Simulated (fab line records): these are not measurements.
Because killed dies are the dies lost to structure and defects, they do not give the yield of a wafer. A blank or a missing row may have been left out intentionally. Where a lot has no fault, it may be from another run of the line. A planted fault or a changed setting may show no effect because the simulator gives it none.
fab line records	flow n5-finfet
[record] lots = 7	wafers = 21
route steps=1938 shown ZERO_LAYER@6 PMOS_HMC_CHANNEL_EPI@62 FIN_SAQP@125 DUMMY_GATE@215
start-h: hours from the record's first day to the start of the lot's first wafer shown	wait-h: hours elapsed since this lot's preceding step	" the same as in the row above	L1.1+2: a single row standing in for several wafers	- no value, or no start given	* or withheld: withheld	< > ~ a bound
route shown NAME@n: NAME is a module with steps in the file, n the number in the route of the first one	usual: mean and standard deviation over wafers with no fault	same: alike in all rows	chamber/n: place in a boat	sites: per-site readings	_std_site: the standard deviation of these	_edge_site: outer sites' mean less inner sites'	radius-mm: for every site, how far away it sits from the centre of the wafer	mask NAME#n: copy n	behind: the last tool/chamber to shape the wafer	hold: reason for holding the lot/hours on hold/outcome of the hold	device: the n, p or np transistor that did not switch	end of line: tests run on the same wafers once the route is complete	a step given without rows: its recipe and nothing more	killed: at the first sort, the dies lost to defects and structure; wafer yield is something else	map: a wafer's dies, x killed, . not, _ none there
set.NAME: the setting the step ran with; set.NAME@STEP: the setting that earlier step ran with	model.NAME: the simulator's own value behind a step, which no gauge read
lots with deliberately changed settings; one table per step, one row per wafer
[[steps]]
[step N5_ZERO_LAYER_COAT_05]
[recipe] spin-rpm = 1500	resist-thk-nm = 1000
lot.wafer	tool	chamber	start-h	wait-h	set.spin-rpm	model.coat_of_ZERO_LAYER_COAT_05.thk-nm
L076.2	litho-track-03	0	-	-	1500	997
L076.4	"	0	"	"	1500	999.1
L076.5	"	0	"	"	1570	976
L083.3	litho-track-05	0	-	-	1500	1004
L083.4	"	0	"	"	1500	999.1
L083.5	"	0	"	"	1500	996.3
L085.3	litho-track-05	0	-	-	1500	999.6
L085.4	"	0	"	"	1500	1003
L085.5	"	0	"	"	1500	1000
L086.1	litho-track-05	0	-	-	1500	1004
L086.3	"	0	"	"	1500	1002
L086.5	"	0	"	"	1500	1003
L088.2+3	litho-track-03	0	-	-	1650	952.3
L088.6	"	0	"	"	1500	1000
L089.1	litho-track-01	0	-	-	1420	1032
L089.3	"	0	"	"	1420	1033
L089.4	"	0	"	"	1500	1006
L095.2	litho-track-05	0	-	-	1500	997.2
L095.3	"	0	"	"	1500	995.9
L095.5	"	0	"	"	1500	999.2
[step N5_ZERO_LAYER_EXPOSE_08]
[recipe] mask-id = ZERO	na = 0.55	source-shape = conventional	sigma-outer = 0.8	polarization = unpolarized	defocus-nm = 0	target-cd-nm = 2000	dose-mj = 16.2
lot.wafer	tool	chamber	start-h	wait-h	mask	set.dose-mj
L076.2+5	krf-scanner-01	0	24.61	-	ZERO#0	16.2
L076.4	"	0	"	"	ZERO#0	17.38
L083.3+4+5	krf-scanner-02	0	66.63	-	ZERO#0	16.2
L085.3+4+5	krf-scanner-02	0	78.48	-	ZERO#0	16.2
L086.1+5	krf-scanner-01	0	84.59	-	ZERO#0	16.2
L086.3	"	0	"	"	ZERO#0	17.17
L088.2+3+6	krf-scanner-01	0	96.60	-	ZERO#0	16.59
L089.1+3+4	krf-scanner-02	0	102.59	-	ZERO#0	16.2
L095.2+3+5	krf-scanner-01	0	138.47	-	ZERO#0	16.2
[step N5_ZERO_LAYER_PEB_09]
[recipe] peb-temp-c = withheld	peb-time-s = *
[step N5_ZERO_LAYER_DEVELOP_10]
[recipe] develop-time-s = 60	rinse-liquid = diw	dry = air-spin	dev-temp-c = 21
[step N5_ZERO_LAYER_HARDBAKE_23]
[recipe] temp-c = 130	time-s = 120
[step N5_ZERO_LAYER_CD_MEAS_11]
[recipe] target-cd-nm = 2000	landing-energy-ev = 500	detector = se-inlens
[usual] cd-nm = 1999.9/1.3
lot.wafer	tool	chamber	start-h	wait-h	set.dose-mj@ZERO_LAYER_EXPOSE_08	cd-nm
L076.2	cd-sem-01	0	24.78	-	16.2	1999.3
L076.4	"	0	"	"	17.38	2013.5
L076.5	"	0	"	"	16.2	2000.4
L083.3	cd-sem-02	0	66.79	-	16.2	2000.5
L083.4	"	0	"	"	16.2	1999.8
L083.5	"	0	"	"	16.2	2000.3
L085.3	cd-sem-02	0	78.65	-	16.2	1998.2
L085.4	"	0	"	"	16.2	1998.7
L085.5	"	0	"	"	16.2	1999.4
L086.1	cd-sem-01	0	84.77	-	16.2	1999.1
L086.3	"	0	"	"	17.17	2011.2
L086.5	"	0	"	"	16.2	2000.5
L088.2	cd-sem-03	0	96.77	-	16.59	2006.6
L088.3	"	0	"	"	16.59	2008.5
L088.6	"	0	"	"	16.59	2006.1
L089.1	cd-sem-01	0	102.77	-	16.2	1998.7
L089.3	"	0	"	"	16.2	1998.1
L089.4	"	0	"	"	16.2	1998.1
L095.2	cd-sem-01	0	138.64	-	16.2	1999.0
L095.3	"	0	"	"	16.2	1998.3
L095.5	"	0	"	"	16.2	1999.1
[step N5_ZERO_LAYER_DESCUM_16]
[recipe] chemistry = O2	time-s = 7.9	source-power-w = 50	bias-power-w = 20	pressure-mtorr = 20	rf-frequency-hz = 2.712e+07	temp-c = 40	o2-flow-sccm = 225
lot.wafer	tool	chamber	start-h	wait-h	set.dose-mj@ZERO_LAYER_EXPOSE_08	model.ZERO_LAYER.cd-nm
L076.2	rie-diel-02	2	24.82	0.0	16.2	1999
L076.4	"	0	"	"	17.38	2014
L076.5	"	2	"	"	16.2	2000
L083.3+4+5	rie-diel-01	0,3,2	66.83	0.0	16.2	2000
L085.3	rie-diel-02	0	78.68	0.0	16.2	1998
L085.4	"	1	"	"	16.2	1999
L085.5	"	2	"	"	16.2	-
L086.1	rie-diel-04	0	84.80	0.0	16.2	1999
L086.3	"	3	"	"	17.17	2011
L086.5	"	3	"	"	16.2	2000
L088.2	rie-diel-02	0	96.80	0.0	16.59	2007
L088.3	"	3	"	"	16.59	2008
L088.6	"	3	"	"	16.59	2006
L089.1	rie-diel-01	2	102.92	0.2	16.2	-
L089.3	"	0	"	"	16.2	1999
L089.4	"	1	"	"	16.2	1998
L095.2+5	rie-diel-01	2,0	138.77	0.1	16.2	1999
L095.3	"	1	"	"	16.2	1998
[step N5_ZERO_LAYER_ETCH_17]
[recipe] chemistry = CF4	target = SiO2	target-depth-a = 120	time-s = 13.3	ion-energy-ev = 350	pressure-mtorr = 40	source-w = 450	bias-w = 215	Ar_flow_sccm = 100	cf4-flow-sccm = 100
[step N5_ZERO_LAYER_ETCH_18]
[recipe] chemistry = HBr/Cl2	target = Si	target-depth-a = 1200	time-s = 40	pressure-mtorr = 10	icp-w = 800	bias-w = 75	HBr_flow_sccm = 150	Cl2_flow_sccm = 80
lot.wafer	tool	chamber	start-h	wait-h	set.spin-rpm@ZERO_LAYER_COAT_05	model.coat_of_ZERO_LAYER_COAT_05.thk-nm
L076.2	rie-si-05	1	24.93	0.0	1500	926.9
L076.4	"	2	"	"	1500	929.9
L076.5	"	1	"	"	1570	906.2
L083.3	rie-si-01	3	66.94	0.0	1500	935
L083.4	"	0	"	"	1500	929.9
L083.5	"	2	"	"	1500	927.6
L085.3+5	rie-si-05	1,0	78.79	0.0	1500	930.3
L085.4	"	2	"	"	1500	933.9
L086.1	rie-si-05	2	84.91	0.0	1500	935.6
L086.3	"	0	"	"	1500	932.6
L086.5	"	3	"	"	1500	934.7
L088.2	rie-si-01	3	96.91	0.0	1650	883.2
L088.3	"	2	"	"	1650	882.7
L088.6	"	1	"	"	1500	929.8
L089.1	rie-si-05	1	103.03	0.0	1420	962.7
L089.3	"	0	"	"	1420	963.7
L089.4	"	2	"	"	1500	937
L095.2	rie-si-05	2	138.88	0.0	1500	928.9
L095.3	"	0	"	"	1500	926.5
L095.5	"	3	"	"	1500	930.8
[step N5_ZERO_LAYER_STRIP_24]
[recipe] chemistry = O2	power-w = 1000	temp-c = 250	overash-fraction = 0.3	pressure-mtorr = 1000	o2-flow-sccm = 6750
[usual] strip-time-to-endpoint-s = 43.86/0.086
lot.wafer	tool	chamber	start-h	wait-h	set.spin-rpm@ZERO_LAYER_COAT_05	strip-time-to-endpoint-s
L076.2	plasma-asher-02	1	25.03	0.1	1500	43.74
L076.4	"	1	"	"	1500	43.82
L076.5	"	0	"	"	1570	43.11
L083.3	plasma-asher-01	1	67.06	0.1	1500	43.98
L083.4	"	0	"	"	1500	43.84
L083.5	"	1	"	"	1500	43.76
L085.3	plasma-asher-02	0	79.20	0.4	1500	43.84
L085.4	"	1	"	"	1500	43.95
L085.5	"	1	"	"	1500	43.85
L086.1	plasma-asher-02	1	85.03	0.1	1500	44.01
L086.3	"	0	"	"	1500	43.92
L086.5	"	1	"	"	1500	43.96
L088.2	plasma-asher-02	1	97.03	0.1	1650	42.42
L088.3	"	0	"	"	1650	42.42
L088.6	"	1	"	"	1500	43.81
L089.1	plasma-asher-02	1	103.14	0.1	1420	44.80
L089.3	"	0	"	"	1420	44.85
L089.4	"	1	"	"	1500	44.04
L095.2	plasma-asher-01	1	138.98	0.1	1500	43.79
L095.3	"	0	"	"	1500	43.72
L095.5	"	1	"	"	1500	43.87
[step N5_PMOS_HMC_CHANNEL_EPI_EXPOSE_06]
[recipe] mask-id = PMOS_HMC_BLK	na = 1.35	source-shape = conventional	sigma-outer = 0.8	polarization = unpolarized	target-cd-nm = 240	dose-mj = 41
lot.wafer	tool	chamber	start-h	wait-h	mask	set.dose-mj
L076.2+4+5	arfi-scanner-02	0	29.58	-	PMOS_HMC_BLK#0	41
L083.3+4+5	arfi-scanner-02	0	71.56	-	PMOS_HMC_BLK#0	41
L085.3+4+5	arfi-scanner-03	0	84.22	-	PMOS_HMC_BLK#0	38.86
L086.1	arfi-scanner-03	0	89.47	-	PMOS_HMC_BLK#0	38.35
L086.3+5	"	0	"	"	PMOS_HMC_BLK#0	41
L089.1+3+4	arfi-scanner-03	0	107.41	-	PMOS_HMC_BLK#0	41
L088.2	arfi-scanner-01	0	107.84	-	PMOS_HMC_BLK#0	39.45
L088.3+6	"	0	"	"	PMOS_HMC_BLK#0	41
L095.2+3+5	arfi-scanner-01	0	143.38	-	PMOS_HMC_BLK#0	41
[step N5_PMOS_HMC_CHANNEL_EPI_PEB_07]
[recipe] peb-temp-c = 110	peb-time-s = 60	resist = CAR-ArF-block
lot.wafer	tool	chamber	start-h	wait-h	set.peb-time-s
L076.2	litho-track-01	0	29.63	0.0	60
L076.4+5	"	0	"	"	52.94
L083.3	litho-track-01	0	71.61	0.0	60
L083.4+5	"	0	"	"	68.25
L085.3	litho-track-04	0	84.27	0.0	60
L085.4+5	"	0	"	"	66.28
L086.1+5	litho-track-01	0	89.53	0.1	60
L086.3	"	0	"	"	70.11
L089.1+3+4	litho-track-05	0	107.47	0.1	60
L088.2+3+6	litho-track-04	0	107.89	0.0	60
L095.2+3+5	litho-track-01	0	143.43	0.0	60
[step N5_PMOS_HMC_CHANNEL_EPI_DEVELOP_08]
[recipe] develop-time-s = 30	developer = TMAH	resist = CAR-ArF-block	dev-temp-c = 23	rinse-liquid = diw	dry = air-spin
[step N5_PMOS_HMC_CHANNEL_EPI_CD_MEAS_09]
[recipe] target-cd-nm = 237.4	landing-energy-ev = 500	detector = se-inlens
[usual] cd-nm = 237.0/0.77
lot.wafer	tool	chamber	start-h	wait-h	set.dose-mj@PMOS_HMC_CHANNEL_EPI_EXPOSE_06	set.peb-time-s@PMOS_HMC_CHANNEL_EPI_PEB_07	cd-nm
L076.2	cd-sem-02	0	29.70	-	41	60	237.4
L076.4	"	0	"	"	41	52.94	231.9
L076.5	"	0	"	"	41	52.94	231.7
L083.3	cd-sem-03	0	71.67	-	41	60	237.2
L083.4	"	0	"	"	41	68.25	242.5
L083.5	"	0	"	"	41	68.25	241.8
L085.3	cd-sem-02	0	84.34	-	38.86	60	233.3
L085.4	"	0	"	"	38.86	66.28	236.9
L085.5	"	0	"	"	38.86	66.28	237.1
L086.1	cd-sem-02	0	89.59	-	38.35	60	230.5
L086.3	"	0	"	"	41	70.11	241.8
L086.5	"	0	"	"	41	60	236.1
L089.1	cd-sem-02	0	107.53	-	41	60	236.8
L089.3	"	0	"	"	41	60	236.6
L089.4	"	0	"	"	41	60	237.4
L088.2	cd-sem-01	0	107.96	-	39.45	60	233.9
L088.3	"	0	"	"	41	60	237.1
L088.6	"	0	"	"	41	60	236.9
L095.2	cd-sem-03	0	143.50	-	41	60	237.8
L095.3	"	0	"	"	41	60	237.8
L095.5	"	0	"	"	41	60	237.5
[step N5_PMOS_HMC_CHANNEL_EPI_DESCUM_14]
[recipe] chemistry = O2	time-s = 7.9	source-power-w = 50	bias-power-w = 20	pressure-mtorr = 20	rf-frequency-hz = 2.712e+07	temp-c = 40	resist = CAR-ArF-block	o2-flow-sccm = 225
lot.wafer	tool	chamber	start-h	wait-h	set.dose-mj@PMOS_HMC_CHANNEL_EPI_EXPOSE_06	set.peb-time-s@PMOS_HMC_CHANNEL_EPI_PEB_07	model.PMOS_HMC_CHANNEL_EPI.cd-nm
L076.2	rie-diel-01	2	29.78	0.0	41	60	237.2
L076.4	"	3	"	"	41	52.94	232.1
L076.5	"	3	"	"	41	52.94	231.8
L083.3	rie-diel-04	0	72.24	0.5	41	60	237.1
L083.4	"	2	"	"	41	68.25	242.4
L083.5	"	0	"	"	41	68.25	241.9
L085.3	rie-diel-02	0	84.70	0.3	38.86	60	233.2
L085.4	"	2	"	"	38.86	66.28	236.8
L085.5	"	3	"	"	38.86	66.28	237.1
L086.1	rie-diel-02	0	89.68	0.0	38.35	60	230.6
L086.3	"	3	"	"	41	70.11	241.7
L086.5	"	3	"	"	41	60	236.1
L089.1	rie-diel-02	2	107.63	0.0	41	60	236.5
L089.3	"	0	"	"	41	60	236.2
L089.4	"	3	"	"	41	60	237.5
L088.2	rie-diel-01	2	108.04	0.0	39.45	60	233.5
L088.3	"	3	"	"	41	60	236.8
L088.6	"	2	"	"	41	60	236.9
L095.2+3	rie-diel-02	0,3	143.59	0.0	41	60	238
L095.5	"	2	"	"	41	60	237.5
[step N5_PMOS_HMC_CHANNEL_EPI_ETCH_32]
[recipe] chemistry = N2/H2	target = BARC	stop-on = SiO2	target-depth-a = 858	over-etch-frac = 0.3	time-s = 50.3	ion-energy-ev = 200	mask-material = CAR-ArF-block	pressure-mtorr = 30	source-w = 840	bias-w = 150	n2-flow-sccm = 200	h2-flow-sccm = 200
lot.wafer	tool	chamber	start-h	wait-h	set.peb-time-s@PMOS_HMC_CHANNEL_EPI_PEB_07	model.PMOS_HMC_CHANNEL_EPI.cd-nm
L076.2	rie-diel-01	2	29.82	0.0	60	239.9
L076.4	"	3	"	"	52.94	233.9
L076.5	"	3	"	"	52.94	233.6
L083.3	rie-diel-04	0	72.28	0.0	60	239.6
L083.4	"	2	"	"	68.25	244.9
L083.5	"	0	"	"	68.25	244.3
L085.3	rie-diel-02	0	84.73	0.0	60	236.3
L085.4	"	2	"	"	66.28	240.3
L085.5	"	3	"	"	66.28	240.9
L086.1	rie-diel-02	0	89.72	0.0	60	232.8
L086.3	"	3	"	"	70.11	245.4
L086.5	"	3	"	"	60	239.6
L089.1	rie-diel-02	2	107.66	0.0	60	240.1
L089.3	"	0	"	"	60	238.5
L089.4	"	3	"	"	60	241.5
L088.2	rie-diel-01	2	108.08	0.0	60	236.5
L088.3	"	3	"	"	60	239.3
L088.6	"	2	"	"	60	239.6
L095.2	rie-diel-02	0	143.62	0.0	60	240.2
L095.3	"	3	"	"	60	241.3
L095.5	"	2	"	"	60	240.1
[step N5_FIN_SAQP_SPACER1_ALD_24]
[recipe] material = SiO2	target-thk-a = 203	temp-c = 300	ald-precursor-family = BDEAS	ald-co-reactant = O2-plasma	pulse-time-s = 1	purge-time-s = 2	co-reactant-purge-time-s = 2	ald-cycles = 218	pressure-torr = 2
lot.wafer	tool	chamber	start-h	wait-h	set.ald-cycles	model.SiO2_of_FIN_SAQP_SPACER1_ALD_24.thk-nm
L076.2+4	ald-sin-01	3,1	36.16	0.6	218	20.4
L076.5	"	0	"	"	243	22.6
L083.3	ald-sin-03	2	77.84	0.1	218	20.4
L083.4	"	1	"	"	218	20.2
L083.5	"	0	"	"	197	18.2
L085.3+4	ald-sin-04	2,3	92.16	0.1	218	20.4
L085.5	"	2	"	"	209	19.6
L086.1+5	ald-sin-04	3,0	97.36	0.3	218	20.2
L086.3	"	1	"	"	204	19
L088.2+6	ald-sin-03	3,2	113.75	0.7	251	23.4
L088.3	"	1	"	"	218	20.2
L089.1	ald-sin-03	1	114.44	0.9	218	20.2
L089.3	"	2	"	"	196	18.4
L089.4	"	3	"	"	196	18.2
L095.2+3+5	ald-sin-04	0,1,1	149.76	0.3	218	20.2
[step N5_FIN_SAQP_SPACER1_ETCHBACK_25]
[recipe] chemistry = CHF3/O2	mode = anisotropic-etchback	target = SiO2	target-depth-a = 244	time-s = 12.2	pressure-mtorr = 30	source-w = 650	bias-w = 170	Ar_flow_sccm = 200	CHF3_flow_sccm = 50	O2_flow_sccm = 5	ion-energy-ev = 200
[step N5_FIN_SAQP_MANDREL1_REMOVE_56]
[recipe] chemistry = HBr/Cl2/O2	bt-time-s = 10	target = a-Si	stop-on = SiNx	endpoint = OES-SiCl	over-etch-frac = 1	icp-w = 600	bias-w = 22	HBr_flow_sccm = 150	Cl2_flow_sccm = 80	O2_flow_sccm = 5	pressure-mtorr = 10
lot.wafer	tool	chamber	start-h	wait-h	set.ald-cycles@FIN_SAQP_SPACER1_ALD_24	model.FIN_SAQP.cd-nm
L076.2	rie-si-05	3	36.96	0.1	218	20.4
L076.4	"	1	"	"	218	20.2
L076.5	"	2	"	"	243	22.6
L083.3	rie-si-01	3	78.65	0.1	218	20.4
L083.4	"	0	"	"	218	20.2
L083.5	"	1	"	"	197	18.4
L085.3+4	rie-si-01	1,3	92.97	0.1	218	20.4
L085.5	"	0	"	"	209	19.8
L086.1+5	rie-si-05	3,1	98.34	0.1	218	20.2
L086.3	"	0	"	"	204	19
L088.2	rie-si-06	2	114.55	0.1	251	23.2
L088.3	"	1	"	"	218	20.2
L088.6	"	0	"	"	251	23.4
L089.1	rie-si-06	3	115.25	0.1	218	20.2
L089.3	"	2	"	"	196	18.4
L089.4	"	0	"	"	196	18.2
L095.2+3+5	rie-si-05	3,1,0	150.60	0.1	218	20.2
[step N5_FIN_SAQP_CD_MEAS_27]
[recipe] target-cd-nm = 20	landing-energy-ev = 1000	detector = se-inlens	polarity = line
[usual] cd-nm = 20.29/0.22
lot.wafer	tool	chamber	start-h	wait-h	set.ald-cycles@FIN_SAQP_SPACER1_ALD_24	cd-nm
L076.2	cd-sem-03	0	37.07	0.1	218	20.15
L076.4	"	0	"	"	218	20.22
L076.5	"	0	"	"	243	22.55
L083.3	cd-sem-03	0	78.76	0.1	218	20.37
L083.4	"	0	"	"	218	20.64
L083.5	"	0	"	"	197	18.56
L085.3	cd-sem-01	0	93.09	0.1	218	20.28
L085.4	"	0	"	"	218	20.48
L085.5	"	0	"	"	209	19.68
L086.1	cd-sem-01	0	98.45	0.1	218	20.56
L086.3	"	0	"	"	204	18.93
L086.5	"	0	"	"	218	20.29
L088.2	cd-sem-03	0	114.67	0.1	251	23.07
L088.3	"	0	"	"	218	20.33
L088.6	"	0	"	"	251	23.30
L089.1	cd-sem-03	0	115.36	0.1	218	20.16
L089.3	"	0	"	"	196	18.61
L089.4	"	0	"	"	196	18.48
L095.2	cd-sem-01	0	150.71	0.1	218	19.95
L095.3	"	0	"	"	218	20.20
L095.5	"	0	"	"	218	20.45
[step N5_FIN_SAQP_ETCH_65]
[recipe] chemistry = CF4	target = SiO2	target-depth-a = 40	ion-energy-ev = 350	time-s = 4.4	pressure-mtorr = 10	icp-w = 800	bias-w = 400	cf4-flow-sccm = 80
lot.wafer	tool	chamber	start-h	wait-h	set.time-s	model.etch.depth-nm
L076.2	rie-si-05	3	37.31	0.1	4.4	3.943
L076.4	"	0	"	"	4.725	4.202
L076.5	"	2	"	"	4.4	3.91
L083.3	rie-si-06	0	78.91	0.1	3.939	3.538
L083.4	"	2	"	"	4.4	3.952
L083.5	"	3	"	"	3.939	3.56
L085.3	rie-si-05	1	93.31	0.1	4.4	4.024
L085.4	"	3	"	"	4.4	3.935
L085.5	"	1	"	"	4.697	4.208
L086.1	rie-si-01	1	98.61	0.1	4.4	4.087
L086.3	"	0	"	"	4.4	3.99
L086.5	"	3	"	"	4.772	4.384
L088.2	rie-si-05	3	114.82	0.1	4.4	3.947
L088.3	"	1	"	"	4.149	3.733
L088.6	"	3	"	"	4.149	3.74
L089.1	rie-si-05	3	115.73	0.1	4.4	3.925
L089.3	"	1	"	"	4.4	3.979
L089.4	"	2	"	"	4.4	3.913
L095.2	rie-si-01	3	150.97	0.1	4.4	4.059
L095.3	"	2	"	"	4.4	3.968
L095.5	"	0	"	"	4.4	4.011
[step N5_DUMMY_GATE_CVD_03]
[recipe] material = a-Si	target-thk-a = 1500	temp-c = 530	precursor = SiH4	time-s = 8042
lot.wafer	tool	chamber	start-h	wait-h	set.temp-c	model.a-Si_of_DUMMY_GATE_CVD_03.thk-nm
L076.2+5	-	-	-	0.1	550.4	264
L076.4	"	-	"	"	550.4	263.8
L083.3+4	-	-	-	0.1	509.5	81.4
L083.5	"	-	"	"	509.5	80.4
L085.3	-	-	-	0.1	530	149.4
L085.4	"	-	"	"	530	149
L085.5	"	-	"	"	530	150.4
L086.1	-	-	-	0.1	530	149.4
L086.3	"	-	"	"	530	149.6
L086.5	"	-	"	"	530	149.8
L088.2	-	-	-	0.1	519.4	112
L088.3	"	-	"	"	519.4	111.8
L088.6	"	-	"	"	519.4	111.2
L089.1	-	-	-	0.1	519.2	109.2
L089.3	"	-	"	"	519.2	109.8
L089.4	"	-	"	"	519.2	109.4
L095.2	lpcvd-01	0/95	164.91	0.9	530	148.8
L095.3	"	0/100	"	"	530	149.8
L095.5	"	0/109	"	"	530	148.4
[[key]]
[split] step = N5_ZERO_LAYER_COAT_05	setting = spin-rpm	stated = 1500	by = wafer
[response] step = N5_ZERO_LAYER_COAT_05	reading = model.coat_of_ZERO_LAYER_COAT_05.thk-nm	change = -4.83	per = 1%	r = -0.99
[response] step = N5_ZERO_LAYER_ETCH_18	reading = model.coat_of_ZERO_LAYER_COAT_05.thk-nm	change = -4.74	per = 1%	r = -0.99
[response] step = N5_ZERO_LAYER_STRIP_24	reading = strip-time-to-endpoint-s	change = *	per = 1%	r = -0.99
[split] step = N5_ZERO_LAYER_EXPOSE_08	setting = dose-mj	stated = 16.2	by = wafer
[response] step = N5_ZERO_LAYER_CD_MEAS_11	reading = cd-nm	change = +1.88	per = 1%	r = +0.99
[response] step = N5_ZERO_LAYER_DESCUM_16	reading = model.ZERO_LAYER.cd-nm	change = +1.96	per = 1%	r = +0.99
[split] step = N5_PMOS_HMC_CHANNEL_EPI_EXPOSE_06	setting = dose-mj	stated = 41	by = wafer
[response] step = N5_PMOS_HMC_CHANNEL_EPI_CD_MEAS_09	reading = cd-nm	slope = +0.817	per = 1%	together-with = peb-time-s@PMOS_HMC_CHANNEL_EPI_PEB_07	explained = 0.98
[response] step = N5_PMOS_HMC_CHANNEL_EPI_DESCUM_14	reading = model.PMOS_HMC_CHANNEL_EPI.cd-nm	slope = +0.825	per = 1%	together-with = peb-time-s@PMOS_HMC_CHANNEL_EPI_PEB_07	explained = 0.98
[split] step = N5_PMOS_HMC_CHANNEL_EPI_PEB_07	setting = peb-time-s	stated = 60	by = wafer
[response] step = N5_PMOS_HMC_CHANNEL_EPI_CD_MEAS_09	reading = cd-nm	change = +0.439	per = 1%	r = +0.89
[response] step = N5_PMOS_HMC_CHANNEL_EPI_DESCUM_14	reading = model.PMOS_HMC_CHANNEL_EPI.cd-nm	change = +0.432	per = 1%	r = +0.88
[response] step = N5_PMOS_HMC_CHANNEL_EPI_ETCH_32	reading = model.PMOS_HMC_CHANNEL_EPI.cd-nm	change = +0.471	per = 1%	r = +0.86
[split] step = N5_FIN_SAQP_SPACER1_ALD_24	setting = ald-cycles	stated = 218	by = wafer
[response] step = N5_FIN_SAQP_SPACER1_ALD_24	reading = model.SiO2_of_FIN_SAQP_SPACER1_ALD_24.thk-nm	change = +0.202	per = 1%	r = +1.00
[response] step = N5_FIN_SAQP_MANDREL1_REMOVE_56	reading = model.FIN_SAQP.cd-nm	change = +0.197	per = 1%	r = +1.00
[response] step = N5_FIN_SAQP_CD_MEAS_27	reading = cd-nm	change = +0.192	per = 1%	r = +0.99
[split] step = N5_FIN_SAQP_ETCH_65	setting = time-s	stated = 4.4	by = wafer
[response] step = N5_FIN_SAQP_ETCH_65	reading = model.etch.depth-nm	change = +0.0379	per = 1%	r = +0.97
[split] step = N5_DUMMY_GATE_CVD_03	setting = temp-c	stated = 530	by = lot
[response] step = N5_DUMMY_GATE_CVD_03	reading = model.a-Si_of_DUMMY_GATE_CVD_03.thk-nm	change = +23.7	per = 1%	r = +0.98
